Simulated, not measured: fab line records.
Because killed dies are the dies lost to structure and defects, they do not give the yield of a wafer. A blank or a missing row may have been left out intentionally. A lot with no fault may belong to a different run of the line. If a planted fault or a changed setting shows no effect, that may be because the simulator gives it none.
Chamber matching | flow nand_harc | cmp-04 running NHARC_A_CONTACT_CMP_20: 4 sister chambers
The step polishes, t overpolish 30 s, target thk 300 nm. 8 wafers are shown with their chamber, then 8 later ones without.

== WAFERS, EACH WITH ITS CHAMBER ==
wafer  | chamber | motor_current_A (A) | overpolish_run_s (s)
L078.6 | 2       | 10.9                | 29.992
L079.2 | 2       | 10.7                | 30.003
L082.1 | 0       | 13.0                | 29.998
L082.3 | 3       | 11.5                | 30.013
L080.1 | 1       | 13.2                | 30.007
L080.2 | 0       | 13.1                | 29.984
L080.4 | 3       | 11.8                | 29.986
L086.2 | 1       | 12.6                | 30.010

== WAFERS MISSING THEIR CHAMBER ==
wafer  | motor_current_A (A) | overpolish_run_s (s)
L086.3 | 10.9                | 30.011
L086.5 | 12.3                | 30.003
L095.1 | 12.5                | 30.008
L095.2 | 10.5                | 29.989
L095.5 | 11.9                | 29.996
L096.1 | 12.7                | 30.010
L096.2 | 10.3                | 29.998
L096.3 | 11.7                | 29.993

== WHICH CHAMBER EACH ONE RAN IN ==
wafer  | from the rows above          | in truth
L086.3 | can't be placed: 2 or 3      | 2
L086.5 | can't be placed: 1 or 3 or 0 | 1
L095.1 | can't be placed: 1 or 0 or 3 | 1
L095.2 | 2                            | 2
L095.5 | 3                            | 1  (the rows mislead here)
L096.1 | can't be placed: 1 or 0      | 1
L096.2 | 2                            | 2
L096.3 | 3                            | 3
Correctly placed: 3 of 8. Unplaceable from these rows: 4, with the true chamber sitting among the candidates in 4. Wrongly placed: 1.
How it was worked out, from the rows above alone: a wafer's distance from a chamber is the root of the sum, over the readings, of the square of ((its reading less the chamber's mean) divided by the reading's scatter). The wafer belongs to the nearest chamber; if the next one is less than 2 further off, it can't be placed. A chamber's mean is the mean of its shown wafers. The scatter: the root of (the sum of the squares of (reading less its chamber's mean) over the shown wafers, divided by (wafers less chambers)).
